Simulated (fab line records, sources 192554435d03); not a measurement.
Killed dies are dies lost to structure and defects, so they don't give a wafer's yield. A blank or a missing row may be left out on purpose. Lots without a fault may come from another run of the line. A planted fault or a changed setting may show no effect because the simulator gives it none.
Which tool did it? | flow n5_finfet | 11 lots, 33 wafers sampled, at 2 steps of a route of 1938

WHAT THE GAUGES READ, wafer by wafer
N5_MOL_CONTACT_COAG_CD_MEAS_08: target cd 28 nm.
lot  | measured     | on        | cd_nm (nm)
L275 | day 4 14:46  | cd_sem-01 | 28.19 28.09 27.76
L276 | day 4 23:40  | cd_sem-03 | 28.21 28.50 28.41
L277 | day 5 05:40  | cd_sem-01 | 28.43 28.46 28.20
L278 | day 5 09:35  | cd_sem-03 | 27.90 28.16 27.89
L284 | day 7 00:07  | cd_sem-03 | 27.99 27.82 27.82
L287 | day 7 19:01  | cd_sem-01 | 27.83 28.24 28.23
L292 | day 8 20:18  | cd_sem-01 | 28.38 28.13 27.84
L293 | day 9 03:40  | cd_sem-02 | 28.29 28.34 28.31
L295 | day 9 17:27  | cd_sem-01 | 27.80 27.86 27.78
L296 | day 9 20:17  | cd_sem-01 | 28.23 28.37 28.56
L297 | day 10 11:38 | cd_sem-02 | 28.21 28.23 27.78

N5_MOL_CONTACT_COAG_OVL_MEAS_09.
lot  | measured     | on         | CA_OVL (nm)
L275 | day 4 14:48  | overlay-01 | 0.2 0.5 0.7
L276 | day 4 23:41  | overlay-01 | 0.2 -0.1 -0.7
L277 | day 5 05:42  | overlay-02 | 0.3 0.5 0.1
L278 | day 5 09:37  | overlay-01 | 0.1 -0.1 0.1
L284 | day 7 00:08  | overlay-02 | -0.8 0.2 -0.1
L287 | day 7 19:03  | overlay-01 | 0.1 0.3 0.3
L292 | day 8 20:20  | overlay-01 | 0.5 0.6 1.7
L293 | day 9 03:42  | overlay-02 | -0.1 -0.4 0.3
L295 | day 9 17:29  | overlay-02 | -1.2 -0.4 -0.4
L296 | day 9 20:19  | overlay-02 | -1.1 0.1 0.2
L297 | day 10 11:40 | overlay-01 | -0.6 0.7 0.7

WHICH TOOL RAN EACH LOT (tool, then ch and the chambers of the sampled wafers, then the start)
The record holds no process step before these readings.

WHAT THE TOOLS THEMSELVES READ (means of the sampled wafers that have a number; where no wafer has one, the mark that the record gives instead)
The record holds no such reading with a usual standard deviation.

THE ANSWER, worked out from the rows above alone
Rule: what is usual is taken from the lots themselves. Put in order of their means at a reading, lots are off if they are a third of the lots or fewer, leave a main group of 4 or more, and stand apart from it by a gap of 3 or more times the standard deviation of the main group's means; of several such gaps the widest counts. A main group whose means are all the same, to the digits that the tables above print for the reading, isn't used. A lot without any number at a reading at which 4 lots or more have one is off too. The other lots that the step has rows for count as sound. The gauges are gone through in route order, then the tools' own readings, and for those a lot's mean is taken as printed above. The first step at which some lot is off is used, and at that step the reading that is off furthest; a lot without a number counts as furthest.
No lot is off at any reading shown: from this, nothing can be told.

WHAT THE SIMULATOR HAD PUT IN
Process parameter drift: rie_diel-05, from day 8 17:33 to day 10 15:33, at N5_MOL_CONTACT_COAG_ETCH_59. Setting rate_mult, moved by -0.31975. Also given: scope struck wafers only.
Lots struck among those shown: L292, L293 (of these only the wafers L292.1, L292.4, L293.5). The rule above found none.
